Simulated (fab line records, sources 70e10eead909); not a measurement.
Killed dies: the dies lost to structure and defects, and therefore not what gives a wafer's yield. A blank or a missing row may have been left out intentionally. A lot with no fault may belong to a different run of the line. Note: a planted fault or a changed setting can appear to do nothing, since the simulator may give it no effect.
fab line records	flow nand_harc
record: lots: 13	wafers: 39	last_day: 25
route steps=1159 shown A_WL_FILL@823 A_CONTACT@840
lots with no fault: from the same line, run without faults
start_h: the number of hours between the record's first day and the start of the first shown wafer of the lot	wait_h: hours since the lot's step before	" identical to the entry in the row above	L1.1+2: a single row standing in for several wafers	- value missing, or start not given	* or withheld: withheld	< > ~ a bound
route shown NAME@n: names a module that has steps shown in the file, with the first one's number in the route	usual: mean/standard deviation of fault-free wafers	same: alike in all rows	chamber/n: place in a boat	sites: readings site by site	_std_site: the standard deviation of these	_edge_site: inner sites' mean taken away from outer sites' mean	radius_mm: how far each site lies from the wafer's centre	mask NAME#n: copy n	behind: the most recent tool/chamber to have shaped the wafer	hold: the reason the lot was held/the length of the hold in hours/how it ended	device: names the non-switching transistor (n, p or np)	end of line: tests of these same wafers at the route's end	step lacking rows: just its recipe	killed: at the first sort, the dies lost to defects and structure; wafer yield is something else	map: the dies of a wafer, with x for killed, . for not killed, _ for no die there
set.NAME: the setting the step ran with; set.NAME@STEP: the setting that earlier step ran with	model.NAME: the simulator's own value behind a step, which no gauge read
one table for each step of the route and one row for each wafer, over a sample of lots
services: a tool's chamber out of use, with start hour (start_h, from the record's first day; less than 0 if before it), hours out, and reason
== steps ==
step: NHARC_A_WL_FILL_ETCHBACK_16
recipe: target_depth_a: 880	time_s: 17.6	c4f8_flow_sccm: withheld	o2_flow_sccm: 8	ar_flow_sccm: withheld	rf_w: 600	bias_w: 800	chemistry: C4F8/O2/Ar
usual: oes_product_au: 0.987/0.023	rf_vpp_V: 723/4.4
lot.wafer	tool	chamber	start_h	wait_h	oes_product_au	rf_hours_counter_h	rf_vpp_V
L540.1	rie_diel-08	2	-	-	0.988	2.1	727
L540.3	"	3	"	"	1.000	2.1	718
L540.2	"	0	"	"	0.994	1.7	727
L541.2	rie_diel-12	3	-	-	0.999	3.5	719
L541.3	"	0	"	"	1.001	3.3	719
L541.1	"	1	"	"	0.986	3.6	723
L543.1	rie_diel-08	2	-	-	0.954	2.2	729
L543.3	"	3	"	"	0.971	2.3	717
L543.6	"	3	"	"	0.972	-	718
L544.3	rie_diel-08	1	-	-	1.006	2.1	728
L544.1	"	3	"	"	0.993	2.4	719
L544.6	"	2	"	"	0.985	-	727
L547.4	rie_diel-08	3	-	-	0.980	4.0	717
L547.3	"	0	"	"	0.968	3.6	727
L547.2	"	2	"	"	0.984	4.1	726
L549.4	rie_diel-12	2	-	-	0.980	0.1	721
L549.1	"	3	"	"	0.991	0.0	722
L549.3	"	0	"	"	0.995	0.0	718
L550.3	rie_diel-08	2	-	-	0.916	5.5	726
L550.4	"	3	"	"	0.920	5.4	718
L550.2	"	1	"	"	0.930	4.9	727
L551.1	rie_diel-08	0	-	-	0.987	5.5	728
L551.4	"	1	"	"	0.992	5.7	728
L551.3	"	3	"	"	1.000	6.2	718
L552.3	rie_diel-12	3	-	-	0.993	1.0	718
L552.4	"	0	"	"	1.013	1.0	718
L552.6	"	2	"	"	0.979	-	723
L553.4	rie_diel-08	2	-	-	0.997	6.4	726
L553.5	"	0	"	"	0.988	-	727
L553.6	"	1	"	"	1.002	-	729
L554.2	rie_diel-08	3	-	-	1.003	7.6	719
L554.1	"	0	"	"	0.988	6.8	729
L554.4	"	2	"	"	0.989	8.0	727
L561.4	rie_diel-06	0	-	-	1.005	1.7	724
L561.2	"	1	"	"	0.988	1.4	717
L561.1	"	2	"	"	0.981	1.2	717
L563.1	rie_diel-08	1	-	-	0.993	0.2	729
L563.2	"	0	"	"	0.996	0.1	727
L563.5	"	1	"	"	1.007	-	726
step: NHARC_A_WL_FILL_ALD_19
recipe: target_thk_a: 20	pulse_time_s: 3	ald_cycles: 100	temp_c: 450	material: TiN
usual: heater_power_w: 1126/120	precursor_pulse_height_rel: 0.999/0.018
lot.wafer	tool	chamber	start_h	wait_h	heater_power_w	precursor_pulse_height_rel
L540.2	ald_metal-01	0	359.41	0.1	1152	0.960
L540.3	"	1	"	"	1149	0.993
L540.1	"	2	"	"	1137	1.001
L541.2	ald_metal-02	3	362.42	0.1	999	0.998
L541.3	"	0	"	"	1163	1.005
L541.1	"	2	"	"	1138	1.008
L543.1	ald_metal-01	1	367.06	0.1	1162	1.037
L543.3	"	2	"	"	1101	0.983
L543.6	"	1	"	"	1139	0.958
L544.1	ald_metal-02	2	375.09	0.1	1162	0.990
L544.3	"	0	"	"	1158	0.993
L544.6	"	3	"	"	1009	1.004
L547.2	ald_metal-02	1	390.77	0.1	1216	1.002
L547.4	"	2	"	"	1150	1.010
L547.3	"	3	"	"	976	1.017
L549.3	ald_metal-02	0	400.94	0.1	1148	0.976
L549.1	"	1	"	"	1225	0.994
L549.4	"	2	"	"	1144	0.999
L550.2	ald_metal-01	2	417.06	0.1	1129	0.995
L550.3	"	3	"	"	1003	0.973
L550.4	"	0	"	"	1171	1.006
L552.4	ald_metal-02	2	433.80	0.1	1185	0.990
L552.3	"	0	"	"	1131	1.047
L552.6	"	2	"	"	1153	1.013
L551.1	ald_metal-01	2	433.83	0.1	1129	1.016
L551.3	"	3	"	"	1001	1.045
L551.4	"	0	"	"	1166	1.002
L553.4	ald_metal-04	2	433.85	0.1	1435	1.000
L553.5	"	1	"	"	1120	1.005
L553.6	"	2	"	"	1436	1.001
L554.4	ald_metal-01	0	447.23	0.1	1106	0.968
L554.2	"	2	"	"	1120	0.994
L554.1	"	3	"	"	1009	0.998
L561.4	ald_metal-01	3	477.50	0.1	996	1.013
L561.2	"	1	"	"	1111	0.976
L561.1	"	2	"	"	1127	0.983
L563.1	ald_metal-04	0	498.97	0.1	998	0.996
L563.2	"	2	"	"	1423	1.015
L563.5	"	2	"	"	1454	1.026
step: NHARC_A_CONTACT_DEP_24
recipe: target_thk_a: 5000	temp_c: 400	pressure_torr: 6.5	rf_w: 900	teos_flow_sccm: 161.4	flow_sccm: 2650	target_thk_nm: 500	gas: O2	material: SiO2
usual: heater_power_w: 630/90	mfc_precursor_sccm: 161.4/0.46	throttle_valve_pct: 16.3/0.36
lot.wafer	tool	chamber	start_h	wait_h	heater_power_w	mfc_precursor_sccm	throttle_valve_pct
L540.2	pecvd-02	1	365.23	0.1	569	161.9	15.7
L540.3	"	2	"	"	594	161.2	16.7
L540.1	"	0	"	"	774	161.6	15.8
L541.2	pecvd-02	2	368.39	0.2	601	160.7	16.8
L541.3	"	0	"	"	792	161.7	15.9
L541.1	"	1	"	"	652	160.8	15.8
L543.3	pecvd-03	1	372.75	0.1	583	160.9	16.0
L543.1	"	2	"	"	590	162.1	16.0
L543.6	"	1	"	"	602	160.7	16.4
L544.3	pecvd-03	0	380.83	0.1	567	161.4	16.6
L544.1	"	1	"	"	577	161.4	16.0
L544.6	"	1	"	"	596	161.5	16.2
L547.2	pecvd-01	2	396.61	0.1	607	161.7	16.4
L547.3	"	0	"	"	574	161.2	16.1
L547.4	"	2	"	"	629	161.1	16.4
L549.1	pecvd-02	0	406.75	0.1	765	162.0	16.0
L549.3	"	2	"	"	510	161.4	16.8
L549.4	"	2	"	"	546	162.5	16.6
L550.3	pecvd-02	0	425.61	0.1	854	161.1	16.0
L550.2	"	1	"	"	627	161.5	16.0
L550.4	"	1	"	"	662	160.9	16.1
L552.3	pecvd-03	1	439.64	0.2	638	161.4	16.5
L552.6	"	0	"	"	544	161.4	16.8
L552.4	"	1	"	"	638	160.9	16.1
L553.5	pecvd-02	0	440.04	0.4	680	165.3	16.1
L553.4	"	1	"	"	584	161.5	16.2
L553.6	"	2	"	"	556	161.1	16.7
L551.1	pecvd-02	2	443.98	0.1	651	161.6	16.6
L551.3	"	0	"	"	829	166.1	15.7
L551.4	"	1	"	"	654	160.6	16.0
L554.2	pecvd-02	0	453.05	0.1	823	166.2	15.9
L554.1	"	1	"	"	525	161.4	16.0
L554.4	"	1	"	"	570	161.4	16.3
L561.2	pecvd-03	2	496.30	0.1	606	161.7	16.4
L561.1	"	0	"	"	546	161.3	16.0
L561.4	"	0	"	"	578	161.6	16.4
L563.2	pecvd-02	1	507.19	0.1	643	161.6	16.1
L563.1	"	2	"	"	616	161.5	17.0
L563.5	"	2	"	"	652	161.3	16.9
step: NHARC_A_CONTACT_ETCH_112
recipe: source_w: withheld	pressure_mtorr: 20	bias_v: 3000	time_s: 94	target_depth_a: 9220	ar_flow_sccm: withheld	c4f8_flow_sccm: withheld	o2_flow_sccm: withheld	chemistry: C4F8/O2/Ar
lot.wafer	tool	chamber	start_h	wait_h	rf_hours_counter_h
L540.1	har_cap_etch-02	1	370.68	0.2	9
L540.2	"	0	"	"	9
L540.3	"	1	"	"	-
L541.1	har_cap_etch-03	1	376.40	0.2	83
L541.2	"	0	"	"	83
L541.3	"	1	"	"	-
L543.1	har_cap_etch-02	0	378.66	0.1	10
L543.3	"	0	"	"	-
L543.6	"	1	"	"	-
L544.1	har_cap_etch-01	0	386.39	0.2	59
L544.3	"	1	"	"	-
L544.6	"	0	"	"	-
L547.2	har_cap_etch-03	1	404.48	0.2	89
L547.3	"	1	"	"	-
L547.4	"	0	"	"	-
L549.1	har_cap_etch-03	1	413.60	0.2	90
L549.4	"	0	"	"	-
L549.3	"	1	"	"	-
L550.2	har_cap_etch-01	1	431.53	0.2	65
L550.3	"	1	"	"	-
L550.4	"	0	"	"	-
L552.4	har_cap_etch-02	1	444.66	0.1	-
L552.3	"	0	"	"	-
L552.6	"	0	"	"	-
L553.4	har_cap_etch-03	1	445.58	0.1	-
L553.5	"	1	"	"	-
L553.6	"	0	"	"	-
L551.1	har_cap_etch-02	0	450.04	0.2	23
L551.3	"	0	"	"	-
L551.4	"	1	"	"	-
L554.2	har_cap_etch-02	1	458.82	0.2	25
L554.1	"	0	"	"	25
L554.4	"	1	"	"	-
L561.1	har_cap_etch-03	0	501.50	0.2	106
L561.2	"	1	"	"	106
L561.4	"	1	"	"	-
L563.2	har_cap_etch-03	1	512.80	0.2	109
L563.1	"	0	"	"	109
L563.5	"	1	"	"	-
== services ==
tool	chamber	start_h	hours	kind
pecvd-02	0	329.73	4.6	repair
rie_diel-08	3	330.88	2.4	repair
pecvd-02	-	334.39	13.0	pm
rie_diel-06	0	347.54	28.0	repair
pecvd-01	0	351.15	6.1	repair
rie_diel-12	3	357.84	4.8	repair
rie_diel-06	2	359.52	9.2	repair
ald_metal-02	-	364.01	10.0	pm
pecvd-01	0	365.15	14.1	repair
rie_diel-06	-	379.23	0.7	repair
rie_diel-12	-	379.40	9.0	pm
rie_diel-06	3	393.27	5.8	repair
ald_metal-04	-	406.00	10.0	pm
rie_diel-06	3	414.76	2.9	repair
rie_diel-08	1	419.73	3.0	repair
pecvd-02	2	447.01	11.5	repair
rie_diel-08	1	451.01	3.7	repair
rie_diel-12	3	457.22	3.3	repair
pecvd-03	-	473.29	13.0	pm
rie_diel-08	-	478.80	9.0	pm
rie_diel-12	0	481.14	9.0	repair
ald_metal-04	3	489.72	25.8	repair
rie_diel-12	1	493.53	14.4	repair
har_cap_etch-03	-	496.44	0.7	repair
== key ==
first_sign: step: NHARC_A_CONTACT_DEP_24	reading: mfc_precursor_sccm	direction: up	sigmas: 9.7	usual: 161.4	struck: 165.9
effect none on later readings
met_at NHARC_A_CONTACT_DEP_24
struck_lots L551,L553,L554
struck_wafers L551.3,L553.5,L554.2
tester_left_out L551,L553,L554
not_acting_at NHARC_A_WL_FILL_ETCHBACK_16,NHARC_A_WL_FILL_ALD_19,NHARC_A_CONTACT_ETCH_112
onset_between 425.61 440.04
fault: kind: process_parameter_drift	tool: pecvd-02	chamber: 0	onset_h: 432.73	steps: NHARC_A_CONTACT_DEP_24	channel: teos_flow_sccm	offset: *	shape: step	end_h: 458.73	acts_in: *	stated: *
tester_left_out: of these lots the tester's yield and bins aren't shown, on N5 and GAA mostly nor the transistor test; their killed dies are dies lost to structure and defects alone, not to doping, threshold or leakage, so they don't give the yield
